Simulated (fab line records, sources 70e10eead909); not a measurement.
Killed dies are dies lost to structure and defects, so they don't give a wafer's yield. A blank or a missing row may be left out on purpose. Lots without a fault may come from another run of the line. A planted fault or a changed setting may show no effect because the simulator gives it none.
Chamber matching | flow nand_harc | NHARC_A_WL_FILL_ALD_02 on ald_metal-04: 4 sister chambers
The step deposits TiN, target thk 2 nm, pulse time 3 s, ald cycles 100. 8 wafers are shown with their chamber, then 7 later ones without.

WAFERS WITH THEIR CHAMBER
wafer  | chamber | heater_power_w (W) | precursor_pulse_height_rel
L080.2 | 3       | 1132               | 0.984
L080.4 | 0       | 1187               | 1.016
L080.6 | 0       | 1210               | 0.980
L080.1 | 2       | 999                | 0.997
L080.3 | 1       | 1098               | 0.978
L080.5 | 3       | 1145               | 1.026
L093.1 | 1       | 1095               | 0.992
L093.4 | 2       | 993                | 1.021

WAFERS WITHOUT THEIR CHAMBER
wafer  | heater_power_w (W) | precursor_pulse_height_rel
L093.5 | 1213               | 0.982
L093.2 | 1210               | 1.006
L093.3 | 1109               | 0.971
L093.6 | 975                | 1.011
L095.3 | 1088               | 1.004
L095.5 | 1110               | 0.995
L095.6 | 1075               | 0.986

WHICH CHAMBER EACH WENT THROUGH
wafer  | from the rows above     | in truth
L093.5 | 0                       | 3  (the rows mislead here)
L093.2 | 0                       | 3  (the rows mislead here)
L093.3 | can't be placed: 1 or 3 | 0
L093.6 | 2                       | 2
L095.3 | 1                       | 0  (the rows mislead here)
L095.5 | can't be placed: 1 or 3 | 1
L095.6 | 1                       | 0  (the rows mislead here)
Placed correctly: 1 of 7. Can't be placed from these rows: 2 (the true chamber is among the candidates in 1). Placed wrongly: 4.
How it was worked out, from the rows above alone: a wafer's distance from a chamber is the root of the sum, over the readings, of the square of ((its reading less the chamber's mean) divided by the reading's scatter). The wafer belongs to the nearest chamber; if the next one is less than 2 further off, it can't be placed. A chamber's mean is the mean of its shown wafers. The scatter: the root of (the sum of the squares of (reading less its chamber's mean) over the shown wafers, divided by (wafers less chambers)).
